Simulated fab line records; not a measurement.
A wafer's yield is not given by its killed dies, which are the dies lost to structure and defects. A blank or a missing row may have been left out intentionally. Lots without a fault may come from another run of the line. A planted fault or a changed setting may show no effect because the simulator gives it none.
fab line records | flow nand-harc
record lots=13 wafers=39 last-day=25
route steps=1159 shown P_BONDPAD@371 A_ONON_D1@424 END@1159
lots that met no fault: from a run of the same line without faults
start-h: the number of hours between the record's first day and the start of the first shown wafer of the lot | wait-h: hours since the lot's step before | " unchanged from the row above | L1.1+2: a row that stands for several wafers | - no value, or no start given | * or withheld: withheld | < > ~ a bound
route shown NAME@n: a module of which the file shows steps, and the number in the route of the first | usual: mean and standard deviation over wafers with no fault | same: alike in all rows | chamber/n: place in a boat | sites: each site's reading | _std_site: how widely they spread, as a standard deviation | _edge_site: inner sites' mean taken away from outer sites' mean | radius-mm: how far each site lies from the wafer's centre | mask NAME#n: copy n | behind: the tool/chamber that last shaped the wafer | hold: reason for holding the lot/hours on hold/outcome of the hold | device: the n, p or np transistor that did not switch | end of line: tests run on the same wafers once the route is complete | step lacking rows: just its recipe | killed: count of dies lost to structure and defects at first sort (not the wafer's yield) | map: shows each die of a wafer: x if killed, . if not, _ if none is there
set.NAME: the setting that was run; set.NAME@STEP: the one run at that earlier step | model.NAME: the simulator's own value behind a step, which no gauge read
the route's steps for a sample of lots (tables are steps, rows are wafers)
services: the hour from which a tool's chamber was out of use, counted from the record's first day as start-h (under 0 if before that day), plus the number of hours and why
## steps
# step NHARC_P_BONDPAD_STRIP_15
# recipe o2-flow-sccm=500 ar-flow-sccm=0 bias-w=0 chemistry=O2
# usual drypump-motor-current-A=5.6/0.44 o2-flow-sccm=500.1/1.5 oes-product-au=0.998/0.0078 rf-vpp-V=57.7/0.96 showerhead-plenum-p-Torr=3.51/0.15 throttle-valve-pct=17.037/0.0086
# columns lot.wafer tool chamber start-h wait-h drypump-motor-current-A o2-flow-sccm oes-product-au rf-hours-counter-h rf-vpp-V showerhead-plenum-p-Torr throttle-valve-pct
L502.4 rie-diel-06 2 145.53 0.1 5.1 501.2 0.995 8 58.0 3.54 17.028
L502.3 " 3 " " 6.0 499.3 1.000 8 57.3 3.42 17.036
L502.6 " 1 " " 6.1 502.5 1.003 - 57.9 3.53 17.045
L501.2 rie-diel-01 2 150.29 0.1 4.9 501.7 0.999 1 57.5 3.61 17.035
L501.1 " 0 " " 5.8 501.5 1.002 1 58.5 3.69 17.025
L501.6 " 0 " " 5.8 502.0 1.004 - 58.8 3.69 17.047
L503.4 rie-diel-08 0 153.47 0.1 5.9 502.7 1.008 10 57.3 3.33 17.031
L503.3 " 2 " " 5.2 499.9 1.003 11 57.0 3.80 17.024
L503.5 " 0 " " 5.9 502.7 0.994 - 58.2 3.33 17.034
L504.2 rie-diel-08 2 159.32 0.1 5.2 499.7 1.015 13 56.5 3.80 17.030
L504.3 " 1 " " 6.4 500.6 1.020 12 56.3 3.45 17.033
L504.5 " 3 " " 5.5 503.9 1.003 - 57.1 3.32 17.048
L505.2 rie-diel-06 3 160.22 0.1 6.0 502.6 0.993 10 56.3 3.42 17.029
L505.1 " 0 " " 5.8 501.1 1.007 10 56.9 3.46 17.045
L505.3 " 2 " " 5.1 496.2 0.988 10 57.7 3.54 17.031
L509.1 rie-diel-01 2 182.70 0.1 4.8 501.1 1.006 16 58.7 3.60 17.048
L509.4 " 3 " " 5.1 499.4 1.004 6 58.0 3.70 17.042
L509.6 " 2 " " 4.8 500.7 1.003 - 56.6 3.60 17.038
L511.1 rie-diel-01 1 211.30 0.1 5.5 496.3 1.002 26 57.8 3.36 17.038
L511.2 " 2 " " 4.8 499.0 0.998 27 57.8 3.59 17.037
L511.4 " 3 " " 5.2 498.4 0.983 17 57.6 3.69 17.031
L513.4 rie-diel-06 1 218.81 0.1 6.0 501.6 1.006 13 56.8 3.53 17.031
L513.3 " 0 " " 5.8 501.9 1.019 16 57.6 3.45 17.049
L513.5 " 1 " " 6.0 502.0 0.994 - 59.9 3.53 17.040
L516.4 rie-diel-01 1 233.19 0.1 5.5 499.5 0.995 34 57.0 3.35 17.027
L516.2 " 2 " " 4.8 501.0 0.996 36 60.2 3.59 17.023
L516.6 " 2 " " 4.8 500.4 1.005 - 56.8 3.59 17.029
L518.3 rie-diel-01 0 247.59 0.1 5.8 499.2 0.989 25 57.2 3.68 17.018
L518.2 " 2 " " 4.8 499.2 0.997 39 56.4 3.59 17.033
L518.4 " 3 " " 5.2 501.0 1.000 28 58.5 3.69 17.040
L519.4 rie-diel-08 2 248.05 0.1 5.2 500.5 0.988 47 58.4 3.78 17.046
L519.6 " 1 " " 6.4 499.4 1.000 - 57.2 3.43 17.020
L519.5 " 2 " " 5.2 500.1 0.987 - 58.1 3.78 17.031
L521.3 rie-diel-01 3 264.72 0.1 5.2 501.8 0.996 35 59.1 3.68 17.035
L521.5 " 3 " " 5.2 501.2 0.998 - 58.3 3.68 17.041
L521.4 " 1 " " 5.5 498.1 0.978 - 56.7 3.35 17.040
L522.3 rie-diel-08 2 265.69 0.1 5.2 499.2 0.993 54 58.5 3.78 17.025
L522.4 " 3 " " 5.5 502.2 0.992 55 57.6 3.30 17.021
L522.6 " 3 " " 5.5 501.0 1.001 - 55.4 3.30 17.042
# step NHARC_P_BONDPAD_PVD_27
# recipe target-thk-a=300 chamber-pressure-pa=5 power-w=5000 substrate-temp-c=30 time-s=20.49 material=Cu
# usual throttle-valve-pct=29.9/0.97
# columns lot.wafer tool chamber start-h wait-h throttle-valve-pct
L502.3 pvd-sputter-03 - - - 28.8
L502.4 " - " " 30.6
L502.6 " - " " 30.7
L501.2 pvd-sputter-02 - - - 29.8
L501.1 " - " " 30.9
L501.6 " - " " 29.8
L503.3 pvd-sputter-03 - - - 29.7
L503.4 " - " " 29.4
L503.5 " - " " 30.5
L504.2 pvd-sputter-02 - - - 30.8
L504.3 " - " " 31.1
L504.5 " - " " 30.0
L505.1 pvd-sputter-02 - - - 29.9
L505.3 " - " " 28.3
L505.2 " - " " 30.9
L509.4 pvd-sputter-02 - - - 28.5
L509.1 " - " " 31.1
L509.6 " - " " 29.8
L511.2 pvd-sputter-01 - - - 29.3
L511.4 " - " " 29.8
L511.1 " - " " 31.8
L513.4 pvd-sputter-03 - - - 29.7
L513.3 " - " " 30.7
L513.5 " - " " 29.4
L516.4 pvd-sputter-03 - - - 28.8
L516.2 " - " " 30.7
L516.6 " - " " 28.6
L518.4 pvd-sputter-03 - - - 29.9
L518.2 " - " " 28.8
L518.3 " - " " 30.5
L519.4 pvd-sputter-01 - - - 30.1
L519.5 " - " " 32.2
L519.6 " - " " 29.0
L521.4 pvd-sputter-03 - - - 29.4
L521.3 " - " " 30.7
L521.5 " - " " 28.8
L522.4 pvd-sputter-02 - - - 30.3
L522.3 " - " " 31.1
L522.6 " - " " 30.7
# step NHARC_P_BONDPAD_INSPECT_23
# usual raw-defect-count=307/100
# columns lot.wafer tool chamber start-h wait-h raw-defect-count
L502.3 defect-inspect-02 - 147.68 0.0 156
L502.4 " - " " 273
L502.6 " - " " 233
L501.1 defect-inspect-02 - 152.50 0.0 556
L501.2 " - " " 681
L501.6 " - " " 446
L503.3 defect-inspect-02 - 155.76 0.0 200
L503.4 " - " " 247
L503.5 " - " " 270
L504.2 defect-inspect-01 - 161.48 0.0 275
L504.3 " - " " 247
L504.5 " - " " 165
L505.1 defect-inspect-02 - 162.50 0.0 272
L505.2 " - " " 205
L505.3 " - " " 258
L509.1 defect-inspect-01 - 185.43 0.0 296
L509.4 " - " " 179
L509.6 " - " " 340
L511.1 defect-inspect-02 - 213.48 0.0 195
L511.2 " - " " 236
L511.4 " - " " 195
L513.3 defect-inspect-02 - 221.19 0.0 271
L513.4 " - " " 260
L513.5 " - " " 224
L516.2 defect-inspect-02 - 235.79 0.0 319
L516.4 " - " " 311
L516.6 " - " " 270
L518.2 defect-inspect-02 - 251.73 0.0 294
L518.3 " - " " 338
L518.4 " - " " 264
L519.4 defect-inspect-01 - 252.01 0.0 212
L519.5 " - " " 400
L519.6 " - " " 230
L521.3 defect-inspect-02 - 266.93 0.0 263
L521.4 " - " " 223
L521.5 " - " " 202
L522.3 defect-inspect-01 - 267.91 0.0 558
L522.4 " - " " 461
L522.6 " - " " 341
# step NHARC_A_ONON_D1_DEP_00
# recipe target-thk-a=10000 n2-flow-sccm=2750 n2o-flow-sccm=2000 nh3-flow-sccm=500 sih4-flow-sccm=210 temp-c=400
# columns lot.wafer tool chamber start-h wait-h
L502.3+4+6 pecvd-onon-02 0 171.25 0.2
L501.1+2+6 pecvd-onon-03 0 176.41 0.1
L503.3+4+5 pecvd-onon-02 0 179.94 0.2
L505.1+2+3 pecvd-onon-02 0 187.58 0.1
L504.2+3+5 pecvd-onon-04 0 187.90 0.4
L509.1+4+6 pecvd-onon-02 0 210.81 0.1
L511.1+2+4 pecvd-onon-03 0 236.84 0.1
L513.3+4+5 pecvd-onon-03 0 243.63 0.2
L516.2+4+6 pecvd-onon-03 0 257.54 0.1
L518.2+3+4 pecvd-onon-02 0 275.43 0.1
L519.4+5+6 pecvd-onon-04 0 275.55 0.2
L521.3+4+5 pecvd-onon-04 0 292.19 0.2
L522.3+4+6 pecvd-onon-03 0 292.19 0.2
# step NHARC_A_ONON_D1_THK_MEAS_02
# recipe thk-meas-gauge=ellipsometry
# usual thk-nm=999/10
# columns lot.wafer tool chamber start-h wait-h thk-nm
L502.3 film-metro-01 - 171.64 - 1001
L502.4 " - " " 1001
L502.6 " - " " 1003
L501.1 film-metro-01 - 176.92 - 1009
L501.2 " - " " 1007
L501.6 " - " " 1009
L503.3 film-metro-02 - 180.35 - 1006
L503.4 " - " " 1004
L503.5 " - " " 1004
L505.1 film-metro-01 - 188.09 - 641
L505.2 " - " " 984
L505.3 " - " " 984
L504.2 film-metro-02 - 188.34 - 1001
L504.3 " - " " 999
L504.5 " - " " 998
L509.1 film-metro-01 - 211.32 - 656
L509.4 " - " " 657
L509.6 " - " " 1001
L511.1 film-metro-01 - 237.35 - 1002
L511.2 " - " " 1004
L511.4 " - " " 1005
L513.3 film-metro-02 - 244.03 - 981
L513.4 " - " " 981
L513.5 " - " " 980
L516.2 film-metro-02 - 257.99 - 1000
L516.4 " - " " 1002
L516.6 " - " " 1001
L518.2 film-metro-02 - 275.88 - 993
L518.3 " - " " 995
L518.4 " - " " 994
L519.4 film-metro-01 - 275.89 - 1026
L519.5 " - " " 1024
L519.6 " - " " 1027
L521.3 film-metro-02 - 292.58 - 1006
L521.4 " - " " 1006
L521.5 " - " " 1006
L522.3 film-metro-01 - 292.59 - 1002
L522.4 " - " " 1003
L522.6 " - " " 1001
# step NHARC_END_SORT_01
# recipe temp-c=25
# usual killed-at-array=27/11 killed-at-other=0.7/0.93 killed-at-periphery=2.9/1.9 killed-dies=30/11 killed-open=3.1/1.7 killed-short=1.9/1.3
# same gross-dies=677
# columns lot.wafer tool chamber start-h wait-h killed-at-array killed-at-other killed-at-periphery killed-dies killed-open killed-short
L505.1 prober-02 0 463.70 2.5 673 2 2 677 3 0
L505.2 prober-02 0 464.50 2.8 9 0 2 11 1 3
L505.3 prober-02 0 465.30 3.1 17 0 4 21 4 3
L509.1 prober-01 0 490.04 2.5 677 0 0 677 3 2
L509.4 prober-01 0 492.44 3.4 677 0 0 677 2 3
L509.6 prober-01 0 494.04 4.0 37 0 0 37 4 4
# killed by level:class
L505.1 A_ONON_D1:area-dep=658 A_CHANNEL_HOLE_D1:chamber-film-flake=5 A_STAIRCASE:chamber-film-flake=3 A_CONTACT:chamber-film-flake=3 HYBRID_BOND:chamber-film-flake=2 P_CONTACT:geometric-particle:open=1 A_CHANNEL_FILL_D1:geometric-particle:open=1 A_SLIT:geometric-particle:open=1
L505.2 A_CHANNEL_HOLE_D1:chamber-film-flake=4 P_GATE:geometric-particle:short=1 P_CONTACT:geometric-particle:short=1 A_CHANNEL_FILL_D1:geometric-particle:short=1 A_M0:geometric-particle:open=1 A_ZERO_WELL:chamber-film-flake=1 A_STAIRCASE:chamber-film-flake=1 A_CONTACT:chamber-film-flake=1
L505.3 A_CHANNEL_HOLE_D1:chamber-film-flake=5 A_STAIRCASE:chamber-film-flake=5 A_CHANNEL_FILL_D1:geometric-particle:short=2 A_CHANNEL_FILL_D1:geometric-particle:open=2 P_STI:chamber-film-flake=2 P_GATE:chamber-film-flake=2 A_ONON_D1:geometric-particle:short=1 A_ONON_D1:geometric-particle:open=1
L509.1 A_ONON_D1:area-dep=647 A_CHANNEL_HOLE_D1:chamber-film-flake=11 A_STAIRCASE:chamber-film-flake=9 A_CHANNEL_FILL_D1:geometric-particle:short=2 A_CONTACT:chamber-film-flake=2 A_ONON_D1:geometric-particle:open=1 A_CHANNEL_FILL_D1:geometric-particle:open=1 A_BLC:geometric-particle:open=1
L509.4 A_ONON_D1:area-dep=653 A_CHANNEL_HOLE_D1:chamber-film-flake=10 A_STAIRCASE:chamber-film-flake=6 A_BLC:chamber-film-flake=2 A_CHANNEL_FILL_D1:geometric-particle:short=1 A_SGD_CUT:geometric-particle:short=1 A_WL_FILL:geometric-particle:open=1 A_CONTACT:geometric-particle:short=1
L509.6 A_STAIRCASE:chamber-film-flake=13 A_CHANNEL_HOLE_D1:chamber-film-flake=12 A_CONTACT:geometric-particle:short=2 A_WL_FILL:chamber-film-flake=2 A_STAIRCASE:geometric-particle:short=1 A_SGD_CUT:geometric-particle:open=1 A_WL_FILL:geometric-particle:open=1 A_M0:geometric-particle:open=1
## services
# columns tool chamber start-h hours kind
rie-diel-06 1 122.87 5.4 repair
rie-diel-08 - 124.93 9.0 pm
rie-diel-01 1 133.71 5.2 repair
rie-diel-01 - 138.25 9.0 pm
rie-diel-01 0 138.25 9.0 vent-cycle
rie-diel-01 2 138.25 9.0 vent-cycle
pvd-sputter-01 - 139.91 1.7 repair
rie-diel-01 3 147.61 17.8 repair
rie-diel-06 1 150.62 12.8 repair
pecvd-onon-03 - 153.00 13.0 pm
pvd-sputter-01 - 158.00 10.0 pm
rie-diel-01 0 183.09 9.5 repair
pvd-sputter-02 - 191.74 1.7 repair
rie-diel-01 0 193.23 15.4 repair
pvd-sputter-01 - 197.77 0.6 repair
rie-diel-06 2 198.34 18.5 repair
pvd-sputter-02 - 215.13 10.0 pm
pecvd-onon-03 - 223.76 8.2 repair
pecvd-onon-04 - 237.20 13.0 pm
rie-diel-06 - 241.20 9.0 pm
pvd-sputter-02 - 275.82 1.1 repair
pvd-sputter-03 - 280.04 10.0 pm
rie-diel-06 0 280.77 6.9 repair
pecvd-onon-02 - 292.00 13.0 pm
## key
first-sign step=NHARC_A_ONON_D1_THK_MEAS_02 reading=thk-nm direction=down sigmas=35 usual=999 struck=651
effect step=NHARC_END_SORT_01 reading=killed-at-array direction=up sigmas=59 usual=27 struck=676
more-kills-born-at NHARC_A_ONON_D1_DEP_00@pecvd-onon-02=1958
met-at NHARC_A_ONON_D1_DEP_00
struck-lots L505,L509
struck-wafers L505.1,L509.1,L509.4
later-rows-left-out L505.1,L509.1,L509.4
tester-left-out L505,L509
not-acting-at NHARC_P_BONDPAD_STRIP_15,NHARC_P_BONDPAD_PVD_27,NHARC_P_BONDPAD_INSPECT_23
onset-between 179.94 187.58
fault kind=process-parameter-drift tool=pecvd-onon-02 chamber=- onset-h=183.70 steps=NHARC_A_ONON_D1_DEP_00 channel=target-thk-a offset=* shape=step end-h=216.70 scope=struck-wafers-only acts-in=* stated=*
# tester-left-out: of these lots the tester's yield and bins aren't shown, on N5 and GAA mostly nor the transistor test; their killed dies are dies lost to structure and defects alone, not to doping, threshold or leakage, so they don't give the yield
# later-rows-left-out: the simulator's readings of these wafers behind a module that went badly wrong aren't trusted and aren't shown, but for the sort
